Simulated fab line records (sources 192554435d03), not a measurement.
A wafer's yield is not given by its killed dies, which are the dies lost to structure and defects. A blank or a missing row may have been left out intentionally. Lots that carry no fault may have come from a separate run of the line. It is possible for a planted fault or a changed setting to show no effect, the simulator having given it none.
Chamber matching + flow n5Finfet + N5_BEOL_M5_ETCH_72 on rieDiel-01 has 4 sister chambers
The step etches underlayer in N2/H2, target depth 6.5 nm, time 5.2 s. 4 wafers are shown with their chamber, then 8 later ones without.

WAFERS PAIRED WITH THEIR CHAMBERS
| wafer  | chamber | showerheadPlenumPTorr (Torr) |
|--------|---------|------------------------------|
| L084.1 | 3       | 2.43                         |
| L085.3 | 1       | 2.52                         |
| L085.6 | 2       | 2.64                         |
| L086.2 | 0       | 2.53                         |

WAFERS WITH NO CHAMBER GIVEN
| wafer  | showerheadPlenumPTorr (Torr) |
|--------|------------------------------|
| L086.3 | 2.52                         |
| L086.4 | 2.64                         |
| L087.1 | 2.63                         |
| L087.2 | 2.42                         |
| L087.3 | 2.52                         |
| L087.4 | 2.53                         |
| L087.5 | 2.63                         |
| L087.6 | 2.52                         |

WHICH CHAMBER EACH WENT THROUGH
| wafer  | from the rows above     | in truth |
|--------|-------------------------|----------|
| L086.3 | can't be placed: 1 or 0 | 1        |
| L086.4 | 2                       | 2        |
| L087.1 | 2                       | 2        |
| L087.2 | 3                       | 3        |
| L087.3 | can't be placed: 1 or 0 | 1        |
| L087.4 | can't be placed: 0 or 1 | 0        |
| L087.5 | 2                       | 2        |
| L087.6 | can't be placed: 1 or 0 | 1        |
4 of 8 placed correctly. Unplaceable from these rows: 4, with the true chamber sitting among the candidates in 4. Placed wrongly: 0.
How it was worked out, from the rows above alone: a wafer's distance from a chamber is the root of the sum, over the readings, of the square of ((its reading less the chamber's mean) divided by the reading's scatter). If the next closest chamber is less than 2 further off than the closest, the wafer can't be placed; otherwise it belongs to the closest. For every chamber, the mean is computed from those of its wafers that are shown. The scatter: with one shown wafer a chamber, the root of the mean of the squares of how far each hidden wafer lies from its nearest shown one.
